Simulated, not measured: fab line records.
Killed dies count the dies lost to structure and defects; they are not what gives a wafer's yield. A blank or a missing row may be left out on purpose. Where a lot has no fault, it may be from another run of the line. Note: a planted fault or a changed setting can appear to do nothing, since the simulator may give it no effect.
Split-lot study || flow n5-finfet || on a route of 1938 steps: 7 lots, 39 wafers read

SPLIT DETAILS
At N5_DUMMY_GATE_EXPOSE_12 (exposes mask GATE, target cd 25 nm), the setting dose-mj was moved away from the recipe's 34 on 9 of the 39 wafers read, by -5.6% to +4.2%. For the rest of the wafers, this setting stayed at what the recipe calls for.

FROM THE SPLIT TO THE READING: what the file shows between them, 4 steps
- N5_DUMMY_GATE_PEB_13: peb time 60 s
- N5_DUMMY_GATE_DEVELOP_14: develop time 30 s
- N5_DUMMY_GATE_STRIP_38: strips in N2/H2
- N5_DUMMY_GATE_STRIP_39: strips in N2/H2

THE READING
DUMMY_GATE.cd-nm (the simulator's own value, which no gauge read), in nm, at N5_DUMMY_GATE_TRIM_49 (chemistry O2, time 29 s, target cd 14 nm). The file does not state a usual value for it. The 30 wafers here that ran the recipe average 14.0 nm, standard deviation 0.29 nm.

{"wafer": "L076.1", "tool, chamber at the split": "euv-scanner-02, 0", "dose-mj as run": 34, "against the recipe": "recipe", "DUMMY_GATE.cd-nm, nm": 13.6, "against lot-mates on the recipe": "-"}
{"wafer": "L076.2", "tool, chamber at the split": "euv-scanner-02, 0", "dose-mj as run": 34, "against the recipe": "recipe", "DUMMY_GATE.cd-nm, nm": 14.2, "against lot-mates on the recipe": "-"}
{"wafer": "L076.3", "tool, chamber at the split": "euv-scanner-02, 0", "dose-mj as run": 34, "against the recipe": "recipe", "DUMMY_GATE.cd-nm, nm": 14, "against lot-mates on the recipe": "-"}
{"wafer": "L076.5", "tool, chamber at the split": "euv-scanner-02, 0", "dose-mj as run": 34, "against the recipe": "recipe", "DUMMY_GATE.cd-nm, nm": 14, "against lot-mates on the recipe": "-"}
{"wafer": "L076.6", "tool, chamber at the split": "euv-scanner-02, 0", "dose-mj as run": 34, "against the recipe": "recipe", "DUMMY_GATE.cd-nm, nm": 14, "against lot-mates on the recipe": "-"}
{"wafer": "L076.4", "tool, chamber at the split": "euv-scanner-02, 0", "dose-mj as run": 34, "against the recipe": "recipe", "DUMMY_GATE.cd-nm, nm": 13.4, "against lot-mates on the recipe": "-"}
{"wafer": "L079.1", "tool, chamber at the split": "euv-scanner-01, 0", "dose-mj as run": 32.08, "against the recipe": "-5.6%", "DUMMY_GATE.cd-nm, nm": 15.6, "against lot-mates on the recipe": "+1.5"}
{"wafer": "L079.4", "tool, chamber at the split": "euv-scanner-01, 0", "dose-mj as run": 32.08, "against the recipe": "-5.6%", "DUMMY_GATE.cd-nm, nm": 15.6, "against lot-mates on the recipe": "+1.5"}
{"wafer": "L079.2", "tool, chamber at the split": "euv-scanner-01, 0", "dose-mj as run": 34, "against the recipe": "recipe", "DUMMY_GATE.cd-nm, nm": 13.6, "against lot-mates on the recipe": "-"}
{"wafer": "L079.3", "tool, chamber at the split": "euv-scanner-01, 0", "dose-mj as run": 32.08, "against the recipe": "-5.6%", "DUMMY_GATE.cd-nm, nm": 15.4, "against lot-mates on the recipe": "+1.3"}
{"wafer": "L079.5", "tool, chamber at the split": "euv-scanner-01, 0", "dose-mj as run": 34, "against the recipe": "recipe", "DUMMY_GATE.cd-nm, nm": 14.2, "against lot-mates on the recipe": "-"}
{"wafer": "L079.6", "tool, chamber at the split": "euv-scanner-01, 0", "dose-mj as run": 34, "against the recipe": "recipe", "DUMMY_GATE.cd-nm, nm": 14.4, "against lot-mates on the recipe": "-"}
{"wafer": "L080.1", "tool, chamber at the split": "euv-scanner-02, 0", "dose-mj as run": 34, "against the recipe": "recipe", "DUMMY_GATE.cd-nm, nm": 13.6, "against lot-mates on the recipe": "-"}
{"wafer": "L080.4", "tool, chamber at the split": "euv-scanner-02, 0", "dose-mj as run": 34, "against the recipe": "recipe", "DUMMY_GATE.cd-nm, nm": 13.6, "against lot-mates on the recipe": "-"}
{"wafer": "L080.2", "tool, chamber at the split": "euv-scanner-02, 0", "dose-mj as run": 34, "against the recipe": "recipe", "DUMMY_GATE.cd-nm, nm": 13.8, "against lot-mates on the recipe": "-"}
{"wafer": "L080.5", "tool, chamber at the split": "euv-scanner-02, 0", "dose-mj as run": 34, "against the recipe": "recipe", "DUMMY_GATE.cd-nm, nm": 13.8, "against lot-mates on the recipe": "-"}
{"wafer": "L080.6", "tool, chamber at the split": "euv-scanner-02, 0", "dose-mj as run": 34, "against the recipe": "recipe", "DUMMY_GATE.cd-nm, nm": 13.8, "against lot-mates on the recipe": "-"}
{"wafer": "L080.3", "tool, chamber at the split": "euv-scanner-02, 0", "dose-mj as run": 34, "against the recipe": "recipe", "DUMMY_GATE.cd-nm, nm": 14, "against lot-mates on the recipe": "-"}
{"wafer": "L081.1", "tool, chamber at the split": "euv-scanner-01, 0", "dose-mj as run": 34, "against the recipe": "recipe", "DUMMY_GATE.cd-nm, nm": 14.2, "against lot-mates on the recipe": "-"}
{"wafer": "L081.2", "tool, chamber at the split": "euv-scanner-01, 0", "dose-mj as run": 34, "against the recipe": "recipe", "DUMMY_GATE.cd-nm, nm": 14.2, "against lot-mates on the recipe": "-"}
{"wafer": "L081.3", "tool, chamber at the split": "euv-scanner-01, 0", "dose-mj as run": 34, "against the recipe": "recipe", "DUMMY_GATE.cd-nm, nm": 14.2, "against lot-mates on the recipe": "-"}
{"wafer": "L081.4", "tool, chamber at the split": "euv-scanner-01, 0", "dose-mj as run": 35.44, "against the recipe": "+4.2%", "DUMMY_GATE.cd-nm, nm": 12.8, "against lot-mates on the recipe": -1.4}
{"wafer": "L081.5", "tool, chamber at the split": "euv-scanner-01, 0", "dose-mj as run": 35.44, "against the recipe": "+4.2%", "DUMMY_GATE.cd-nm, nm": 13, "against lot-mates on the recipe": -1.2}
{"wafer": "L081.6", "tool, chamber at the split": "euv-scanner-01, 0", "dose-mj as run": 35.44, "against the recipe": "+4.2%", "DUMMY_GATE.cd-nm, nm": 13.2, "against lot-mates on the recipe": -1.0}
{"wafer": "L094.1", "tool, chamber at the split": "euv-scanner-02, 0", "dose-mj as run": 34, "against the recipe": "recipe", "DUMMY_GATE.cd-nm, nm": 13.4, "against lot-mates on the recipe": "-"}
{"wafer": "L094.2", "tool, chamber at the split": "euv-scanner-02, 0", "dose-mj as run": 34, "against the recipe": "recipe", "DUMMY_GATE.cd-nm, nm": 14.2, "against lot-mates on the recipe": "-"}
{"wafer": "L094.5", "tool, chamber at the split": "euv-scanner-02, 0", "dose-mj as run": 34, "against the recipe": "recipe", "DUMMY_GATE.cd-nm, nm": 14.4, "against lot-mates on the recipe": "-"}
{"wafer": "L095.1", "tool, chamber at the split": "euv-scanner-01, 0", "dose-mj as run": 33.22, "against the recipe": "-2.3%", "DUMMY_GATE.cd-nm, nm": 14.6, "against lot-mates on the recipe": "+0.7"}
{"wafer": "L095.2", "tool, chamber at the split": "euv-scanner-01, 0", "dose-mj as run": 34, "against the recipe": "recipe", "DUMMY_GATE.cd-nm, nm": 13.8, "against lot-mates on the recipe": "-"}
{"wafer": "L095.3", "tool, chamber at the split": "euv-scanner-01, 0", "dose-mj as run": 33.22, "against the recipe": "-2.3%", "DUMMY_GATE.cd-nm, nm": 15, "against lot-mates on the recipe": "+1.1"}
{"wafer": "L095.4", "tool, chamber at the split": "euv-scanner-01, 0", "dose-mj as run": 34, "against the recipe": "recipe", "DUMMY_GATE.cd-nm, nm": 14, "against lot-mates on the recipe": "-"}
{"wafer": "L095.6", "tool, chamber at the split": "euv-scanner-01, 0", "dose-mj as run": 34, "against the recipe": "recipe", "DUMMY_GATE.cd-nm, nm": 14, "against lot-mates on the recipe": "-"}
{"wafer": "L095.5", "tool, chamber at the split": "euv-scanner-01, 0", "dose-mj as run": 33.22, "against the recipe": "-2.3%", "DUMMY_GATE.cd-nm, nm": 14.4, "against lot-mates on the recipe": "+0.5"}
{"wafer": "L097.1", "tool, chamber at the split": "euv-scanner-01, 0", "dose-mj as run": 34, "against the recipe": "recipe", "DUMMY_GATE.cd-nm, nm": 14.2, "against lot-mates on the recipe": "-"}
{"wafer": "L097.3", "tool, chamber at the split": "euv-scanner-01, 0", "dose-mj as run": 34, "against the recipe": "recipe", "DUMMY_GATE.cd-nm, nm": 14.2, "against lot-mates on the recipe": "-"}
{"wafer": "L097.2", "tool, chamber at the split": "euv-scanner-01, 0", "dose-mj as run": 34, "against the recipe": "recipe", "DUMMY_GATE.cd-nm, nm": 14, "against lot-mates on the recipe": "-"}
{"wafer": "L097.4", "tool, chamber at the split": "euv-scanner-01, 0", "dose-mj as run": 34, "against the recipe": "recipe", "DUMMY_GATE.cd-nm, nm": 13.6, "against lot-mates on the recipe": "-"}
{"wafer": "L097.5", "tool, chamber at the split": "euv-scanner-01, 0", "dose-mj as run": 34, "against the recipe": "recipe", "DUMMY_GATE.cd-nm, nm": 13.8, "against lot-mates on the recipe": "-"}
{"wafer": "L097.6", "tool, chamber at the split": "euv-scanner-01, 0", "dose-mj as run": 34, "against the recipe": "recipe", "DUMMY_GATE.cd-nm, nm": 14.4, "against lot-mates on the recipe": "-"}

THE FIT
A straight line over all 39 wafers: DUMMY_GATE.cd-nm changes by -0.263 nm for each +1% of dose-mj; r = -0.89; the points scatter about the line by 0.28 nm.
The same after taking each lot's own level away (the mean of its wafers on the recipe; 39 wafers): -0.273 nm for each +1%; r = -0.92; scatter 0.25 nm.
The reading moves by 1.5 nm for the largest change in dose-mj, on that fit.
The lots' own levels span 13.77 to 14.20 nm, that is 1.5 times the standard deviation above.
The two slopes are in agreement: the lot-to-lot level therefore moves the slope only a little.
Check: +1.54 nm against its lot-mates is what the line predicts for one of the wafers moved furthest among these (-5.6%) when that wafer is left out of the fit. Against them it came out at +1.53 nm.

THE FILE'S OWN FIT
DUMMY_GATE.cd-nm changes by -0.273 nm for each +1% of dose-mj, r = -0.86.
